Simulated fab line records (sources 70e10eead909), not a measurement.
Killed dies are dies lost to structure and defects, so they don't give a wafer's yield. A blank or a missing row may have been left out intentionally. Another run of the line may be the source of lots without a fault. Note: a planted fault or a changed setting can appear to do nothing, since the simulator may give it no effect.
Which tool is to blame?	flow nand harc	route of 1302 steps, sampled at 1 step: 6 lots, 18 wafers

## WHAT THE GAUGES READ, wafer by wafer
NHARC_A_CONTACT_OVL_MEAS_09.
lot	measured	on	overlay x nm (nm)
L620	day 23 13:23	overlay-02	0.3 0.3 0.6
L626	day 25 18:29	overlay-02	0.2 0.3 0.2
L633	day 28 13:51	overlay-02	1.0 0.6 0.5
L637	day 29 23:04	overlay-01	2.5 2.1 2.7
L640	day 30 16:29	overlay-01	-0.2 -0.1 0.2
L641	day 31 17:22	overlay-02	0.3 0.6 0.3

## TOOL THAT RAN EACH LOT (tool first, then ch and the chambers of the sampled wafers, then the start)
No process step before these readings appears in the record.

## THE ANSWER, worked out from the rows above alone
Rule: usual is defined by the lots themselves. The widest of any qualifying gaps counts: lots, ordered by their means at a reading, are off when they make up no more than a third of the lots, leave a main group of 4 or more, and stand apart from it by 3 or more times the standard deviation of that group's means. Not used: any main group whose means are identical at the precision the tables above print for the reading. Also off: a lot with no number at a reading for which 4 or more lots have one. All remaining lots with rows at the step are treated as sound.
Off: L637, at NHARC_A_CONTACT_OVL_MEAS_09 (overlay x nm). The main group has a mean of 0.3 nm with a standard deviation of 0.24.
A tool fits if, at a process step before that reading, it ran every lot that is off, and no sound lot after the first of them. The gauges at NHARC_A_CONTACT_OVL_MEAS_09 are tried like those tools. Of those tried, none fits.

## WHAT THE SIMULATOR PUT IN
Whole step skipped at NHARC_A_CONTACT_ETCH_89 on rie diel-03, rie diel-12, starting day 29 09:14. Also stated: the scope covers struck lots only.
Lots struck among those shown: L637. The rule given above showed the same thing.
